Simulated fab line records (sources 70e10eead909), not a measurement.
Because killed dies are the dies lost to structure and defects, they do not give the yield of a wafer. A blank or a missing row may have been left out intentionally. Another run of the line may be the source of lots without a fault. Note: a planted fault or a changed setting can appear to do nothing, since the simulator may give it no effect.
Which tool is to blame?    flow nandHarc    11 lots, 33 wafers sampled, at 5 steps of a route of 1302

== WHAT THE GAUGES READ, wafer by wafer ==
NHARC_END_SORT_01. Usual: killedAtArray 56, standard deviation 17; killedAtOther 1.2, standard deviation 1.4; killedAtPeriphery 4, standard deviation 3.2; killedDies 61, standard deviation 16; killedOpen 3.6, standard deviation 2.1; killedShort 2.7, standard deviation 1.8.
lot   measured      on         killedAtArray  killedAtOther  killedAtPeriphery  killedDies   killedOpen  killedShort  flag
L496  day 32 20:02  prober-01  155 152 147    2 2 0          1 1 3              158 155 150  2 2 3       1 2 2        OFF
L498  day 33 03:02  prober-01  150 131 135    3 2 1          9 8 8              162 141 144  9 2 2       4 4 2        OFF

== WHAT TOOL EACH LOT RAN ON (gives the tool, then ch and the chambers of the sampled wafers, and finally the start) ==
lot   NHARC_A_CHANNEL_FILL_D1_ETCHBACK_19  NHARC_A_BONDPAD_DESCUM_11          NHARC_A_BONDPAD_STRIP_15           NHARC_HYBRID_BOND_ACTIVATE_00
L476  rieSi-02 ch 1,2,3, day 10 00:59      rieDiel-03 ch 0,2,3, day 22 22:52  rieDiel-03 ch 0,1,2, day 22 23:16  rieDiel-07 ch 0,1, day 23 01:31
L479  rieSi-03 ch 2,3, day 11 06:23        rieDiel-13 ch 0,1, day 24 08:46    rieDiel-13 ch 0,1, day 24 09:13    rieDiel-08 ch 0,1,3, day 24 11:28
L480  rieSi-03 ch 0,2,3, day 11 15:22      rieDiel-13 ch 1,2,3, day 25 01:41  rieDiel-03 ch 1,2,3, day 25 02:05  rieDiel-01 ch 1,3, day 25 04:17
L481  rieSi-05 ch 0,1,2, day 11 23:00      rieDiel-03 ch 0,2,3, day 25 00:57  rieDiel-13 ch 0,2,3, day 25 01:20  rieDiel-01 ch 1,2,3, day 25 03:35
L482  rieSi-03 ch 0,1,3, day 12 07:08      rieDiel-03 ch 0,1,3, day 24 21:47  rieDiel-13 ch 0,1,3, day 24 22:11  rieDiel-07 ch 0,2,3, day 25 00:24
L483  rieSi-03 ch 2,3, day 13 03:25        rieDiel-13 ch 0,3, day 26 10:39    rieDiel-12 ch 2,3, day 26 11:02    rieDiel-01 ch 0,1,2, day 26 13:18
L484  rieSi-03 ch 0,3, day 13 10:52        rieDiel-13 ch 0,1,3, day 26 10:54  rieDiel-13 ch 2,3, day 26 11:17    rieDiel-07 ch 0,2, day 26 13:34
L485  rieSi-02 ch 1,2, day 13 23:34        rieDiel-13 ch 0,2, day 27 08:14    rieDiel-13 ch 0,2,3, day 27 08:40  rieDiel-01 ch 0,1,3, day 27 10:55
L487  rieSi-03 ch 1,2,3, day 14 10:47      rieDiel-13 ch 0,2,3, day 28 06:28  rieDiel-13 ch 1,3, day 28 06:52    rieDiel-01 ch 0,2,3, day 28 09:06
L496  rieSi-03 ch 2,3, day 18 04:38        rieDiel-03 ch 0,1, day 31 08:22    rieDiel-13 ch 2,3, day 31 08:48    rieDiel-08 ch 1,2, day 31 11:04
L498  rieSi-03 ch 0,1,2, day 19 01:32      rieDiel-13 ch 0,1,3, day 31 19:50  rieDiel-12 ch 0,1,3, day 31 20:14  rieDiel-07 ch 1,3, day 31 22:28
- NHARC_A_CHANNEL_FILL_D1_ETCHBACK_19: etches the open film in HBr/Cl2, target depth 5 nm, time 1.7 s.
- NHARC_A_BONDPAD_DESCUM_11: chemistry O2, time 3 s.
- NHARC_A_BONDPAD_STRIP_15: strips in O2.
- NHARC_HYBRID_BOND_ACTIVATE_00: chemistry N2, time 60 s.

== AS READ BY THE TOOLS THEMSELVES (means over the sampled wafers that have a number; for cases with no such wafer, the mark the record gives instead) ==
NHARC_A_CHANNEL_FILL_D1_ETCHBACK_19. Usual: drypumpMotorCurrentA 6.0 A, standard deviation 0.38; oesProductAu 1.001 a.u., standard deviation 0.015; throttleValvePct 26.406 %, standard deviation 0.0089.
lot   tool      drypumpMotorCurrentA (A)  oesProductAu (a.u.)  throttleValvePct (%)  flag
L476  rieSi-02  5.7                       0.999                26.406                
L479  rieSi-03  6.2                       0.990                26.405                
L480  rieSi-03  6.3                       1.000                26.401                
L481  rieSi-05  6.0                       0.976                26.402                
L482  rieSi-03  6.1                       1.008                26.409                
L483  rieSi-03  6.2                       0.993                26.408                
L484  rieSi-03  6.3                       1.005                26.407                
L485  rieSi-02  5.7                       1.001                26.413                
L487  rieSi-03  6.1                       1.000                26.409                
L496  rieSi-03  6.4                       0.987                26.399                
L498  rieSi-03  6.2                       0.998                26.398                

NHARC_A_BONDPAD_DESCUM_11. Usual: drypumpMotorCurrentA 5.5 A, standard deviation 0.43; oesProductAu 1.004 a.u., standard deviation 0.014; rfVppV 57.5 V, standard deviation 0.87; showerheadPlenumPTorr 1.84 Torr, standard deviation 0.085; throttleValvePct 11.310 %, standard deviation 0.0091.
lot   tool        drypumpMotorCurrentA (A)  oesProductAu (a.u.)  rfVppV (V)  showerheadPlenumPTorr (Torr)  throttleValvePct (%)  flag
L476  rieDiel-03  5.6                       0.998                57.7        1.88                          11.315                
L479  rieDiel-13  5.6                       1.011                57.5        1.78                          11.311                
L480  rieDiel-13  5.6                       1.008                58.6        1.87                          11.308                
L481  rieDiel-03  5.6                       1.000                57.3        1.88                          11.313                
L482  rieDiel-03  5.4                       0.999                58.7        1.89                          11.310                
L483  rieDiel-13  5.1                       1.011                57.1        1.79                          11.309                
L484  rieDiel-13  5.4                       1.009                57.8        1.79                          11.309                
L485  rieDiel-13  5.0                       0.995                57.3        1.87                          11.307                
L487  rieDiel-13  5.2                       0.998                58.1        1.87                          11.316                
L496  rieDiel-03  5.3                       1.013                57.0        1.82                          11.312                
L498  rieDiel-13  5.4                       0.990                57.1        1.79                          11.306                

NHARC_A_BONDPAD_STRIP_15. Usual: drypumpMotorCurrentA 5.5 A, standard deviation 0.4; oesProductAu 1.003 a.u., standard deviation 0.012; rfVppV 57.5 V, standard deviation 0.9; showerheadPlenumPTorr 3.43 Torr, standard deviation 0.16; throttleValvePct 17.037 %, standard deviation 0.0086.
lot   tool        drypumpMotorCurrentA (A)  oesProductAu (a.u.)  rfVppV (V)  showerheadPlenumPTorr (Torr)  throttleValvePct (%)  flag
L476  rieDiel-03  5.6                       1.006                57.6        3.37                          17.034                
L479  rieDiel-13  5.2                       1.010                57.2        3.31                          17.042                
L480  rieDiel-03  5.4                       0.993                57.8        3.50                          17.040                
L481  rieDiel-13  5.2                       1.000                56.4        3.46                          17.036                
L482  rieDiel-13  5.4                       1.006                57.3        3.32                          17.033                
L483  rieDiel-12  5.9                       0.998                57.0        3.58                          17.036                
L484  rieDiel-13  5.4                       1.007                58.1        3.60                          17.035                
L485  rieDiel-13  5.2                       1.008                57.7        3.46                          17.035                
L487  rieDiel-13  5.5                       1.009                57.7        3.31                          17.042                
L496  rieDiel-13  5.4                       0.979                57.6        3.46                          17.041                
L498  rieDiel-12  5.8                       1.000                57.6        3.43                          17.037                

NHARC_HYBRID_BOND_ACTIVATE_00. Usual: drypumpMotorCurrentA 5.7 A, standard deviation 0.45; oesProductAu 1.000 a.u., standard deviation 0.013; rfVppV 63.9 V, standard deviation 0.87; showerheadPlenumPTorr 1.74 Torr, standard deviation 0.077.
lot   tool        drypumpMotorCurrentA (A)  oesProductAu (a.u.)  rfVppV (V)  showerheadPlenumPTorr (Torr)  flag
L476  rieDiel-07  6.0                       1.001                63.7        1.71                          
L479  rieDiel-08  5.9                       1.000                64.1        1.81                          
L480  rieDiel-01  5.4                       0.984                64.7        1.80                          
L481  rieDiel-01  5.4                       0.988                64.1        1.77                          
L482  rieDiel-07  5.5                       0.997                63.7        1.71                          
L483  rieDiel-01  5.7                       0.992                63.1        1.71                          
L484  rieDiel-07  5.9                       1.005                63.2        1.73                          
L485  rieDiel-01  5.7                       0.994                63.8        1.78                          
L487  rieDiel-01  5.6                       1.001                65.0        1.74                          
L496  rieDiel-08  5.6                       0.993                64.0        1.71                          
L498  rieDiel-07  5.8                       1.015                63.2        1.66                          

== THE ANSWER, worked out from the rows above alone ==
Rule: take the mean of a lot's wafers that have a number; if it is more than 3 standard deviations from the usual mean, the lot is off. A lot without any number at a reading at which 4 lots or more have one is off too. Where the step has rows for the other lots, those lots are counted as sound. The gauges are gone through in route order, then the tools' own readings, and for those a lot's mean is taken as printed above. The first step at which some lot is off is used, and at that step the reading that is off furthest; a lot without a number counts as furthest.
Off: L496, L498, at NHARC_END_SORT_01 (killedDies). Neither off nor sound, because the step has no rows for them: L476, L479, L480, L481, L482, L483, L484, L485, L487.
A tool fits if, at a process step before that reading, it ran every lot that is off, and no sound lot after the first of them. The gauges at NHARC_END_SORT_01 are tried like those tools. 2 tools fit, rieSi-03 at NHARC_A_CHANNEL_FILL_D1_ETCHBACK_19 and prober-01 at NHARC_END_SORT_01, so this cannot tell which one it is.

== WHAT WAS PUT IN BY THE SIMULATOR ==
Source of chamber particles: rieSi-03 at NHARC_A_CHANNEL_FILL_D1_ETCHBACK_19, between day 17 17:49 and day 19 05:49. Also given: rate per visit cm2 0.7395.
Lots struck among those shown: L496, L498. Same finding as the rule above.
